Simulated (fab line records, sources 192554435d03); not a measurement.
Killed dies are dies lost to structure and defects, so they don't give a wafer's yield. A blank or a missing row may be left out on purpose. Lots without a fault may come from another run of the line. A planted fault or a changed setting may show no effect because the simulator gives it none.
fab line records | flow n5_finfet
record lots=5 wafers=14 last_day=17
route steps=1938 shown WELL_APT@29 BEOL_M4@1111 PASSIVATION@1936
lots that met no fault: from a run of the same line without faults
start_h: hours from the record's first day to the start of the lot's first wafer shown | wait_h: hours since the lot's step before | " the same as in the row above | L1.1+2: a row that stands for several wafers | - no value, or no start given | * or withheld: withheld | < > ~ a bound
route shown NAME@n: a module of which the file shows steps, and the number in the route of the first | usual: mean/standard deviation of fault-free wafers | same: alike in all rows | chamber/n: place in a boat | sites: the reading at each site | _std_site: their standard deviation | _edge_site: outer sites' mean less inner sites' | radius_mm: how far each site lies from the wafer's centre | mask NAME#n: copy n | behind: the tool/chamber that last shaped the wafer | hold: why the lot was held/for how many hours/how that ended | device: the transistor (n, p or np) that didn't switch | end of line: the same wafers' tests at the end of the route | a step without rows: its recipe alone | killed: dies lost to structure and defects at the first sort, not the wafer's yield | map: a wafer's dies, x killed, . not, _ none there
set.NAME: the setting as run; set.NAME@STEP: as run at that earlier step | model.NAME: the simulator's own value behind a step, which no gauge read
lots at some steps of the route; a table a step, a row a wafer
services: from which hour (start_h, from the record's first day; less than 0 if before it) a tool's chamber was out of use, for how many hours, and why
## steps
# step N5_WELL_APT_OVL_MEAS_09
# recipe points_per_wafer=44
# usual NWELL_OVL=5/4.8
# columns lot.wafer tool chamber start_h wait_h NWELL_OVL[nm]
L106.2 overlay-02 0 31.73 0.0 9
L106.4 " 0 " " 13
L106.5 " 0 " " 16
L119.4 overlay-02 0 109.84 0.0 6
L119.6 " 0 " " 4
L121.1 overlay-01 0 121.86 0.0 6
L121.3 " 0 " " -4
L121.4 " 0 " " 3
L122.1 overlay-02 0 127.71 0.0 1
L122.3 " 0 " " 6
L122.6 " 0 " " 8
L126.1 overlay-02 0 151.65 0.0 1
L126.3 " 0 " " 0
L126.4 " 0 " " 2
# step N5_WELL_APT_INSPECT_10
# recipe mode=adi inspect_instrument=macro
# usual raw_defect_count=2.0/1.5
# columns lot.wafer tool chamber start_h wait_h raw_defect_count
L106.2 defect_inspect-02 - 31.76 0.0 1
L106.4 " - " " 2
L106.5 " - " " 1
L119.4 defect_inspect-02 - 109.86 0.0 5
L119.6 " - " " 2
L121.1 defect_inspect-02 - 121.88 0.0 1
L121.3 " - " " 1
L121.4 " - " " 1
L122.1 defect_inspect-01 - 127.73 0.0 4
L122.3 " - " " 2
L122.6 " - " " 3
L126.1 defect_inspect-01 - 151.68 0.0 3
L126.3 " - " " 1
L126.4 " - " " 4
# step N5_WELL_APT_DESCUM_13
# recipe chemistry=O2 time_s=7.9 source_power_w=50 bias_power_w=20 pressure_mtorr=20 rf_frequency_hz=2.712e+07 temp_c=40 o2_flow_sccm=225
# usual chamber_pressure_mTorr=20.003/0.017 drypump_motor_current_A=5.5/0.57 oes_product_au=0.77/0.093 rf_vpp_V=243.0/1.4 showerhead_plenum_p_Torr=2.09/0.084 throttle_valve_pct=20.49/0.28
# columns lot.wafer tool chamber start_h wait_h chamber_pressure_mTorr drypump_motor_current_A oes_product_au rf_hours_counter_h rf_vpp_V showerhead_plenum_p_Torr throttle_valve_pct
L106.2 rie_diel-06 2 31.79 0.0 19.990 5.1 0.86 35 244.8 2.25 20.20
L106.4 " 3 " " 20.020 5.9 0.88 42 243.9 2.13 20.34
L106.5 " 2 " " 20.014 5.1 0.86 - 244.7 2.25 20.20
L119.4 rie_diel-04 2 109.90 0.0 20.009 5.7 0.69 231 242.2 2.05 20.51
L119.6 " 0 " " 19.989 6.7 0.74 - 244.9 2.16 20.22
L121.1 rie_diel-05 3 121.92 0.0 19.983 6.3 0.70 246 243.9 2.14 20.54
L121.3 " 0 " " 20.012 4.8 0.67 220 241.8 2.00 20.74
L121.4 " 1 " " 19.989 5.3 0.68 231 242.6 1.96 20.71
L122.1 rie_diel-05 0 127.77 0.0 20.017 4.8 0.67 221 241.1 2.00 20.74
L122.3 " 2 " " 20.022 5.3 0.91 27 243.3 2.14 20.09
L122.6 " 2 " " 19.968 5.3 0.91 - 243.0 2.14 20.09
L126.1 rie_diel-06 3 151.71 0.0 20.020 5.8 0.82 85 242.8 2.12 20.39
L126.3 " 2 " " 20.000 5.1 0.81 78 243.6 2.23 20.26
L126.4 " 3 " " 20.007 5.9 0.82 - 242.5 2.12 20.41
# step N5_WELL_APT_IMPLANT_14
# recipe species=P energy_kev=160 dose_cm2=1.5e+13 tilt_deg=0 rotation_deg=0
# step N5_WELL_APT_IMPLANT_15
# recipe species=As energy_kev=25 dose_cm2=1.5e+13 tilt_deg=0 rotation_deg=0
# step N5_WELL_APT_STRIP_16
# recipe chemistry=SPM time_s=900 temp_c=130 h2so4_h2o2_vol_ratio=4 dry=ipa_marangoni
# step N5_WELL_APT_HMDS_18
# recipe time_s=60 temp_c=120
# step N5_WELL_APT_COAT_19
# recipe spin_rpm=1357 resist_thk_nm=950
# step N5_WELL_APT_EBR_21
# recipe solvent=PGMEA ebr_width_mm=1.5
# step N5_WELL_APT_SOFTBAKE_20
# recipe temp_c=130 time_s=60
# step N5_WELL_APT_EXPOSE_22
# recipe mask_id=PWELL na=0.8 source_shape=conventional sigma_outer=0.8 polarization=unpolarized defocus_nm=0 target_cd_nm=200 dose_mj=23.2
# step N5_WELL_APT_PEB_23
# recipe peb_temp_c=130 peb_time_s=90
# step N5_WELL_APT_DEVELOP_24
# recipe develop_time_s=45 rinse_liquid=surfactant_rinse dry=air_spin dev_temp_c=21
# columns lot.wafer tool chamber start_h wait_h model.WELL_APT.cd_nm
L106.2 litho_track-01 0 32.71 - 202.2
L106.4 " 0 " " 200.5
L106.5 " 0 " " 200.2
L119.4 litho_track-01 0 110.97 - 199.1
L119.6 " 0 " " 197.3
L121.1 litho_track-02 0 122.97 - 200.4
L121.3 " 0 " " 204.3
L121.4 " 0 " " 200.8
L122.1 litho_track-02 0 128.69 - 199.3
L122.3 " 0 " " 201.9
L122.6 " 0 " " 202.5
L126.1 litho_track-04 0 152.64 - 198.3
L126.3 " 0 " " 199.3
L126.4 " 0 " " 198.1
# step N5_WELL_APT_HARDBAKE_29
# recipe temp_c=130 time_s=120
# step N5_BEOL_M4_RC_MEAS_101
# usual DIBL_N=36.8/2.2 DIBL_P=37.0/2.8 IOFF_N=0.18/0.043 IOFF_P=0.23/0.05 ION_N=680/14 ION_P=466/9.1 SS_N=71.7/0.74 SS_P=73.5/0.79 VT_N=248/4 VT_P=-249/4.1
# columns lot.wafer tool chamber start_h wait_h DIBL_N[mV/V] DIBL_P[mV/V] IOFF_N[nA/um] IOFF_P[nA/um] ION_N[uA/um] ION_P[uA/um] SS_N[mV/dec] SS_P[mV/dec] VT_N[mV] VT_P[mV]
L106.2 prober-01 0 197.31 0.2 36.7 38.5 0.20 0.21 691 466 71.5 73.7 244 -252
L106.4 " 0 " " 36.3 37.7 0.18 0.20 678 459 71.3 73.6 247 -249
L106.5 " 0 " " 33.0 34.5 0.13 0.16 678 454 70.8 72.5 251 -256
L119.4 prober-02 0 255.69 0.5 39.3 38.8 0.22 0.23 681 464 72.1 73.5 244 -251
L119.6 " 0 " " 40.2 38.2 0.23 0.22 689 453 73.5 74.5 246 -250
L122.1 prober-01 0 284.51 0.0 38.5 37.3 0.21 0.24 673 461 71.9 73.1 248 -246
L122.3 " 0 " " 39.8 40.3 0.25 0.30 703 480 72.1 73.8 242 -242
L122.6 " 0 " " 36.5 37.5 0.17 0.24 676 468 72.0 73.3 248 -248
L121.1 prober-02 0 284.65 0.0 37.2 37.6 0.20 0.25 696 467 71.5 73.6 247 -246
L121.3 " 0 " " 32.5 31.7 0.10 0.16 656 455 69.9 72.0 255 -254
L121.4 " 0 " " 34.2 33.8 0.13 0.18 664 459 70.6 72.0 249 -253
L126.1 prober-02 0 298.90 0.0 37.5 38.4 0.21 0.27 689 477 72.1 73.1 244 -242
L126.3 " 0 " " 35.7 37.0 0.18 0.24 687 477 71.6 73.1 244 -246
L126.4 " 0 " " 34.9 34.6 0.16 0.20 671 465 71.3 73.1 247 -249
# step N5_PASSIVATION_PROBE_49
# usual defect_limited_yield=91.4/1.5 killed_at_M0_to_M3=36/11 killed_at_M4_up=14/6 killed_at_contacts=11/6 killed_at_front_end=37/11 killed_at_other=4/3.4 killed_dies=102/18 killed_open=66/13 killed_short=34/7.8 sort_bin_4_leakage=0.00/0.017 sort_bin_5_function=5.0/0.97 sort_bin_6_memory=3.2/0.7 sort_n_pass=1078/19 sort_yield_pct=91.3/1.6
# same gross_dies=1180 killed_at_back_side=0 sort_bin_8_speed[%]=0
# columns lot.wafer tool chamber start_h wait_h defect_limited_yield[%] killed_at_M0_to_M3 killed_at_M4_up killed_at_contacts killed_at_front_end killed_at_other killed_dies killed_open killed_short sort_bin_4_leakage[%] sort_bin_5_function[%] sort_bin_6_memory[%] sort_n_pass sort_yield_pct[%]
L106.2 prober-02 - 306.45 0.1 93.6 18 6 20 26 6 76 46 28 0 4.2 1.6 1104 93.6
L106.4 prober-02 - 306.55 0.2 91.5 37 11 16 32 4 100 70 28 0 5.0 3.2 1080 91.5
L106.5 prober-02 - 306.60 0.2 90.0 33 19 17 42 7 118 73 44 0 5.7 3.5 1062 90.0
L119.4 prober-02 - 359.06 0.8 88.6 42 9 19 53 12 135 82 53 0 6.0 5.1 1045 88.6
L119.6 prober-02 - 359.16 0.9 90.7 37 15 15 34 9 110 78 32 0 5.8 3.1 1070 90.7
L122.1 prober-02 - 390.71 0.0 91.4 36 25 4 29 7 101 66 32 0 4.2 4.2 1079 91.4
L122.3 prober-02 - 390.81 0.1 92.9 34 14 8 20 8 84 58 23 0 4.4 2.5 1096 92.9
L122.6 prober-02 - 390.96 0.3 92.9 35 13 9 22 5 84 54 28 0 3.9 2.9 1096 92.9
L121.1 prober-02 - 395.46 0.0 93.1 20 13 6 42 1 82 56 26 0 3.8 2.8 1098 93.1
L121.3 prober-02 - 395.56 0.1 89.9 31 14 15 57 2 119 82 37 0 5.5 4.2 1061 89.9
L121.4 prober-02 - 395.61 0.2 93.1 26 11 6 34 4 81 55 26 0 4.3 2.2 1099 93.1
# killed by level:class
L106.2 MOL_CONTACT_COAG:geometric_particle:open=15 FIN_SAQP:geometric_particle:short=6 DUMMY_GATE:geometric_particle:open=6 BEOL_M0_SAQP:geometric_particle:short=6 MOL_CONTACT_COAG:geometric_particle:short=5 BEOL_M3:geometric_particle:open=4 BEOL_M0_SAQP:geometric_particle:open=3 BEOL_M1:geometric_particle:open=3
L106.4 MOL_CONTACT_COAG:geometric_particle:open=15 BEOL_M3:geometric_particle:open=14 BEOL_M0_SAQP:geometric_particle:open=7 BEOL_M1:geometric_particle:open=7 DUMMY_GATE:geometric_particle:open=5 GATE_CUT:geometric_particle:short=5 STARTING-WAFER:geometric_particle:open=5 STI_FIN_REVEAL:geometric_particle:open=4
L106.5 MOL_CONTACT_COAG:geometric_particle:open=14 STI_FIN_REVEAL:geometric_particle:open=9 BEOL_M4:geometric_particle:open=9 GATE_CUT:geometric_particle:short=8 BEOL_M0_SAQP:geometric_particle:open=8 BEOL_M0_SAQP:geometric_particle:short=8 BEOL_M3:geometric_particle:open=6 STI_FIN_REVEAL:geometric_particle:short=5
L119.4 FIN_SAQP:geometric_particle:short=17 FIN_SAQP:geometric_particle:open=14 MOL_CONTACT_COAG:geometric_particle:open=14 BEOL_M0_SAQP:geometric_particle:open=14 BEOL_M0_SAQP:geometric_particle:short=10 BEOL_M2:geometric_particle:open=7 PASS1_CAP:geometric_particle:open=6 STI_FIN_REVEAL:geometric_particle:open=5
L119.6 MOL_CONTACT_COAG:geometric_particle:open=14 BEOL_M0_SAQP:geometric_particle:open=10 STI_FIN_REVEAL:geometric_particle:open=8 BEOL_M0_SAQP:geometric_particle:short=8 BEOL_M1:geometric_particle:open=7 FIN_SAQP:geometric_particle:open=6 BEOL_M4:geometric_particle:open=6 FIN_SAQP:geometric_particle:short=5
L122.1 BEOL_M4:geometric_particle:open=19 BEOL_M0_SAQP:geometric_particle:open=11 BEOL_M0_SAQP:geometric_particle:short=10 FIN_SAQP:geometric_particle:open=8 BEOL_M1:geometric_particle:short=6 BEOL_M3:geometric_particle:open=4 STI_FIN_REVEAL:geometric_particle:short=3 DUMMY_GATE:geometric_particle:open=3
L122.3 BEOL_M4:geometric_particle:open=10 BEOL_M3:geometric_particle:open=9 MOL_CONTACT_COAG:geometric_particle:open=7 BEOL_M0_SAQP:geometric_particle:short=7 BEOL_M1:geometric_particle:open=6 DUMMY_GATE:geometric_particle:open=5 BEOL_M0_SAQP:geometric_particle:open=4 BEOL_M1:geometric_particle:short=4
L122.6 BEOL_M0_SAQP:geometric_particle:short=9 BEOL_M2:geometric_particle:open=9 MOL_CONTACT_COAG:geometric_particle:open=8 BEOL_M4:geometric_particle:open=8 BEOL_M0_SAQP:geometric_particle:open=5 STARTING-WAFER:geometric_particle:short=5 BEOL_M1:geometric_particle:open=4 BEOL_M0:geometric_particle:open=3
L121.1 STI_FIN_REVEAL:geometric_particle:open=13 ILD0:geometric_particle:short=6 BEOL_M3:geometric_particle:open=6 DUMMY_GATE:geometric_particle:open=5 MOL_CONTACT_COAG:geometric_particle:open=4 BEOL_M2:geometric_particle:open=4 BEOL_M7:geometric_particle:open=4 FIN_SAQP:geometric_particle:short=3
L121.3 STI_FIN_REVEAL:geometric_particle:open=27 MOL_CONTACT_COAG:geometric_particle:open=10 BEOL_M0_SAQP:geometric_particle:short=8 BEOL_M5:geometric_particle:open=8 BEOL_M0_SAQP:geometric_particle:open=7 FIN_SAQP:geometric_particle:open=6 FIN_SAQP:geometric_particle:short=6 STI_FIN_REVEAL:geometric_particle:short=6
L121.4 BEOL_M3:geometric_particle:open=10 FIN_SAQP:geometric_particle:open=8 STI_FIN_REVEAL:geometric_particle:open=6 BEOL_M0_SAQP:geometric_particle:short=5 MOL_CONTACT_COAG:geometric_particle:open=4 DUMMY_GATE:geometric_particle:short=3 DUMMY_GATE:geometric_particle:open=3 SDB:geometric_particle:short=3
## services
# columns tool chamber start_h hours kind
rie_diel-05 2 36.85 - clean
rie_diel-05 2 36.85 - consumable_replace:focus_ring
rie_diel-05 2 36.85 17.0 scheduled_down
rie_diel-05 2 36.85 17.0 vent_cycle
rie_diel-05 - 61.60 0.2 repair
litho_track-02 - 92.12 - consumable_replace:filter
litho_track-01 - 120.50 - consumable_replace:filter
rie_diel-05 3 133.54 - clean
rie_diel-05 3 133.54 - consumable_replace:focus_ring
rie_diel-05 3 133.54 18.2 scheduled_down
rie_diel-05 3 133.54 18.2 vent_cycle
rie_diel-04 0 138.65 5.3 repair
rie_diel-06 0 147.08 5.7 repair
## key
first_sign none at tools or gauges
model_effect step=N5_WELL_APT_DEVELOP_24 value=WELL_APT.cd_nm without=200.3 struck=198.2
met_at N5_WELL_APT_DEVELOP_24
struck_wafers L119.4,L119.6
onset_between 32.71 110.97
also_fits N5_WELL_APT_DESCUM_13:rie_diel-04
fault kind=process_parameter_drift tool=litho_track-01 chamber=- onset_h=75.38 steps=N5_WELL_APT_DEVELOP_24 channel=develop_time_s offset=* shape=step end_h=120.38 scope=struck_wafers_only acts_in=* stated=*
